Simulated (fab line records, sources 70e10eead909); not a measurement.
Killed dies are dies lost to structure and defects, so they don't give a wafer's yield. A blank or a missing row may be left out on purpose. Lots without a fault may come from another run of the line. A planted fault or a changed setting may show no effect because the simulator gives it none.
Chamber matching | flow nand_harc | NHARC_P_M2_ETCH_35 on rie_diel-03: 4 sister chambers
The step etches the open film in N2/H2, target depth 40 nm, overetch 12 nm, time 43.94 s. 4 wafers are shown with their chamber, then 12 later ones without.

WAFERS WITH THEIR CHAMBER
wafer  | chamber | drypump_motor_current_A (A)
L090.1 | 1       | 6.3
L091.5 | 3       | 5.0
L093.2 | 0       | 5.9
L093.6 | 2       | 5.7

WAFERS WITHOUT THEIR CHAMBER
wafer  | drypump_motor_current_A (A)
L094.1 | 6.0
L094.3 | 6.3
L094.4 | 5.7
L095.1 | 5.7
L095.3 | 6.0
L095.4 | 6.3
L096.1 | 6.3
L096.4 | 5.7
L096.6 | 5.7
L097.1 | 6.3
L097.2 | 5.9
L097.5 | 5.0

WHICH CHAMBER EACH WENT THROUGH
wafer  | from the rows above | in truth
L094.1 | 0                   | 0
L094.3 | 1                   | 1
L094.4 | 2                   | 2
L095.1 | 2                   | 2
L095.3 | 0                   | 0
L095.4 | 1                   | 1
L096.1 | 1                   | 1
L096.4 | 2                   | 2
L096.6 | 2                   | 2
L097.1 | 1                   | 1
L097.2 | 0                   | 0
L097.5 | 3                   | 3
Placed correctly: 12 of 12. Can't be placed from these rows: 0. Placed wrongly: 0.
How it was worked out, from the rows above alone: a wafer's distance from a chamber is the root of the sum, over the readings, of the square of ((its reading less the chamber's mean) divided by the reading's scatter). The wafer belongs to the nearest chamber; if the next one is less than 2 further off, it can't be placed. A chamber's mean is the mean of its shown wafers. The scatter: with one shown wafer a chamber, the root of the mean of the squares of how far each hidden wafer lies from its nearest shown one.
